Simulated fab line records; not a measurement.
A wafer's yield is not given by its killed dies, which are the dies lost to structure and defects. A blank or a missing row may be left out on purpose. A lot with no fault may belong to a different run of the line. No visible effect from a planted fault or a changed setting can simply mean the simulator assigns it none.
Chamber matching -- flow n5 finfet -- N5_MOL_CONTACT_COAG_ETCH_91 on rie diel-02 has 4 sister chambers
The step etches SOC in N2/H2, target depth 60 nm, overetch 21 nm, time 101.2 s. 4 wafers are shown with their chamber, then 7 later ones without.

## EACH WAFER AND ITS CHAMBER
wafer,chamber,drypump motor current A (A)
L091.2,0,5.43
L091.6,1,4.93
L092.2,2,5.81
L092.3,3,5.39

## WAFERS WITHOUT THEIR CHAMBER
wafer,drypump motor current A (A)
L092.6,5.39
L095.2,5.47
L095.4,5.38
L095.5,5.80
L096.1,5.38
L096.4,5.48
L096.5,5.41

## EACH ONE'S CHAMBER
wafer,from the rows above,in truth
L092.6,can't be placed: 3 or 0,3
L095.2,can't be placed: 0 or 3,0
L095.4,can't be placed: 3 or 0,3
L095.5,2,2
L096.1,can't be placed: 3 or 0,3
L096.4,can't be placed: 0 or 3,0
L096.5,can't be placed: 0 or 3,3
Placed correctly: 1 of 7. Unplaceable from these rows: 6, with the true chamber sitting among the candidates in 6. Placed wrongly: 0.
How it was worked out, from the rows above alone: a wafer's distance from a chamber is the root of the sum, over the readings, of the square of ((its reading less the chamber's mean) divided by the reading's scatter). The wafer belongs to the nearest chamber; if the next one is less than 2 further off, it can't be placed. The mean given for a chamber averages the wafers shown for that chamber. The scatter: with one shown wafer a chamber, the root of the mean of the squares of how far each hidden wafer lies from its nearest shown one.
